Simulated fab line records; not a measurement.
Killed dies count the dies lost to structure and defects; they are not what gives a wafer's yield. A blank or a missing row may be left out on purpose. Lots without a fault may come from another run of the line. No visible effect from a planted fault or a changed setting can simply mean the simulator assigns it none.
Which of the tools did it? | flow n5Finfet | 24 lots with 72 wafers sampled at 3 steps, on a route of 1938 steps

== WHAT EACH GAUGE READ, for each wafer ==
N5_BEOL_M5_CD_MEAS_28: target cd 30.6 nm, target cd y 20 nm.
lot  | measured     | on       | cdNm (nm)
L074 | day 8 13:20  | cdSem-01 | 30.6 30.5 30.8
L075 | day 8 21:19  | cdSem-01 | 30.3 30.1 30.2
L076 | day 9 08:45  | cdSem-03 | 30.3 30.4 30.6
L077 | day 9 08:49  | cdSem-01 | 30.1 30.7 30.5
L078 | day 9 08:51  | cdSem-03 | 30.3 30.8 30.4
L080 | day 10 00:45 | cdSem-02 | 30.1 30.4 30.5
L081 | day 10 01:02 | cdSem-01 | 30.5 30.7 31.3
L079 | day 10 03:32 | cdSem-02 | 30.0 30.5 30.0
L083 | day 10 16:35 | cdSem-02 | 30.5 30.6 30.6
L082 | day 10 19:24 | cdSem-03 | 30.1 30.2 30.3
L084 | day 11 09:49 | cdSem-03 | 30.6 30.5 30.7
L086 | day 11 12:03 | cdSem-03 | 30.9 30.4 30.4
L085 | day 11 15:26 | cdSem-02 | 30.3 30.3 30.2
L087 | day 12 03:36 | cdSem-01 | 30.7 30.6 30.3
L089 | day 12 06:53 | cdSem-01 | 30.1 29.9 29.9
L088 | day 12 07:04 | cdSem-01 | 30.2 30.4 30.3
L090 | day 12 09:53 | cdSem-03 | 30.4 30.9 29.8
L091 | day 13 00:32 | cdSem-01 | 30.8 30.4 30.5
L092 | day 13 09:26 | cdSem-01 | 30.9 30.3 30.3
L093 | day 13 09:13 | cdSem-03 | 30.3 30.4 30.9
L095 | day 14 00:59 | cdSem-03 | 30.1 30.1 29.5
L094 | day 14 02:52 | cdSem-02 | 30.5 31.1 30.9
L096 | day 14 11:18 | cdSem-01 | 30.1 30.3 30.4
L097 | day 14 11:05 | cdSem-02 | 30.5 30.9 30.9

== WHICH TOOL RAN EACH LOT (tool, then ch and the chambers of the sampled wafers, then the start) ==
lot  | N5_BEOL_M4_SPUTTER_96       | N5_BEOL_M5_ILD_DEP_00
L074 | pvdSputter-02, day 8 06:55  | pecvd-04 ch 0,2, day 8 09:00
L075 | pvdSputter-02, day 8 16:09  | pecvd-02 ch 0,2, day 8 18:14
L076 | pvdSputter-03, day 9 00:22  | pecvd-04 ch 1,2, day 9 02:28
L077 | pvdSputter-01, day 9 04:10  | pecvd-01 ch 1,2, day 9 06:15
L078 | pvdSputter-03, day 9 04:21  | pecvd-02 ch 0,2, day 9 06:26
L080 | pvdSputter-03, day 9 19:09  | pecvd-04 ch 0,1, day 9 21:16
L081 | pvdSputter-02, day 9 20:01  | pecvd-01 ch 0,1,2, day 9 22:20
L079 | pvdSputter-01, day 9 23:08  | pecvd-01 ch 0,1,2, day 10 01:12
L083 | pvdSputter-03, day 10 10:59 | pecvd-01 ch 0,1,2, day 10 13:02
L082 | pvdSputter-01, day 10 14:39 | pecvd-04 ch 0,1, day 10 16:43
L084 | pvdSputter-02, day 11 04:41 | pecvd-02 ch 0,1,2, day 11 06:46
L086 | pvdSputter-03, day 11 06:29 | pecvd-02 ch 1,2, day 11 08:34
L085 | pvdSputter-02, day 11 09:41 | pecvd-02 ch 0,2, day 11 11:45
L087 | pvdSputter-03, day 11 20:38 | pecvd-04 ch 0,2, day 11 23:19
L089 | pvdSputter-01, day 12 00:42 | pecvd-02 ch 0,2, day 12 02:46
L088 | pvdSputter-02, day 12 01:05 | pecvd-02 ch 0,1, day 12 03:09
L090 | pvdSputter-01, day 12 02:32 | pecvd-01 ch 1,2, day 12 04:41
L091 | pvdSputter-03, day 12 19:43 | pecvd-02 ch 0,1,2, day 12 21:49
L092 | pvdSputter-02, day 13 04:20 | pecvd-02 ch 0,1, day 13 06:25
L093 | pvdSputter-03, day 13 04:49 | pecvd-01 ch 0,1, day 13 07:07
L095 | pvdSputter-03, day 13 20:29 | pecvd-04 ch 0,1,2, day 13 22:34
L094 | pvdSputter-01, day 13 20:38 | pecvd-01 ch 0,2, day 13 22:50
L096 | pvdSputter-02, day 14 01:15 | pecvd-02 ch 1,2, day 14 03:20
L097 | pvdSputter-01, day 14 02:56 | pecvd-04 ch 0,2, day 14 05:46
- N5_BEOL_M4_SPUTTER_96: material Cu, target thk 4.5 nm, time 8.29 s.
- N5_BEOL_M5_ILD_DEP_00: deposits SiCOH lowk from DEMS/porogen, target thk 140.64 nm, time 25.9 s.

== AS READ BY THE TOOLS THEMSELVES (means over the sampled wafers that have a number; for cases with no such wafer, the mark the record gives instead) ==
N5_BEOL_M4_SPUTTER_96.
lot  | tool          | chuckSensorTempC (C) | throttleValvePct (%)
L074 | pvdSputter-02 | -16.2                | 29.5
L075 | pvdSputter-02 | -16.3                | 30.3
L076 | pvdSputter-03 | -16.4                | 30.6
L077 | pvdSputter-01 | -16.6                | 29.8
L078 | pvdSputter-03 | -16.3                | 30.5
L080 | pvdSputter-03 | -16.1                | 30.4
L081 | pvdSputter-02 | -16.4                | 30.0
L079 | pvdSputter-01 | -16.7                | 30.7
L083 | pvdSputter-03 | -16.0                | 30.2
L082 | pvdSputter-01 | -16.1                | 30.6
L084 | pvdSputter-02 | -16.3                | 29.8
L086 | pvdSputter-03 | -16.4                | 30.8
L085 | pvdSputter-02 | -16.3                | 29.9
L087 | pvdSputter-03 | -16.2                | 30.5
L089 | pvdSputter-01 | -16.6                | 29.8
L088 | pvdSputter-02 | -16.4                | 29.7
L090 | pvdSputter-01 | -16.6                | 30.0
L091 | pvdSputter-03 | -16.2                | 30.6
L092 | pvdSputter-02 | -16.4                | 29.9
L093 | pvdSputter-03 | -16.2                | 30.7
L095 | pvdSputter-03 | -16.5                | 30.4
L094 | pvdSputter-01 | -16.4                | 30.4
L096 | pvdSputter-02 | -16.1                | 30.2
L097 | pvdSputter-01 | -16.8                | 30.2

N5_BEOL_M5_ILD_DEP_00.
lot  | tool     | heaterPowerW (W) | showerheadPlenumPTorr (Torr) | throttleValvePct (%)
L074 | pecvd-04 | 282              | 5.706                        | 13.9
L075 | pecvd-02 | 279              | 5.740                        | 14.2
L076 | pecvd-04 | 278              | 5.727                        | 14.2
L077 | pecvd-01 | 244              | 5.736                        | 14.9
L078 | pecvd-02 | 288              | 5.733                        | 14.1
L080 | pecvd-04 | 298              | 5.719                        | 14.5
L081 | pecvd-01 | 262              | 5.732                        | 14.0
L079 | pecvd-01 | 269              | 5.739                        | 14.1
L083 | pecvd-01 | 256              | 5.730                        | 14.2
L082 | pecvd-04 | 291              | 5.713                        | 14.5
L084 | pecvd-02 | 265              | 5.738                        | 14.7
L086 | pecvd-02 | 274              | 5.737                        | 14.2
L085 | pecvd-02 | 265              | 5.736                        | 14.1
L087 | pecvd-04 | 311              | 5.721                        | 12.9
L089 | pecvd-02 | 285              | 5.718                        | 14.6
L088 | pecvd-02 | 263              | 5.726                        | 15.2
L090 | pecvd-01 | 249              | 5.737                        | 15.0
L091 | pecvd-02 | 268              | 5.723                        | 14.6
L092 | pecvd-02 | 254              | 5.732                        | 15.2
L093 | pecvd-01 | 298              | 5.738                        | 14.9
L095 | pecvd-04 | 315              | 5.714                        | 13.8
L094 | pecvd-01 | 271              | 5.726                        | 13.7
L096 | pecvd-02 | 246              | 5.736                        | 14.6
L097 | pecvd-04 | 299              | 5.711                        | 13.0

== THE ANSWER, worked out from the rows above alone ==
Rule: the lots themselves supply what counts as usual. The widest of any qualifying gaps counts: lots, ordered by their means at a reading, are off when they make up no more than a third of the lots, leave a main group of 4 or more, and stand apart from it by 3 or more times the standard deviation of that group's means. A main group whose means are all the same, to the digits that the tables above print for the reading, isn't used. A lot without any number at a reading at which 4 lots or more have one is off too. Any other lot the step has rows for is counted as sound. After the gauges, taken in route order, come the tools' own readings; for these a lot's mean is taken, as printed above. The first step at which some lot is off is used, and at that step the reading that is off furthest; a lot without a number counts as furthest.
No lot is off at any reading shown: from this, nothing can be told.

== WHAT HAD BEEN PUT IN BY THE SIMULATOR ==
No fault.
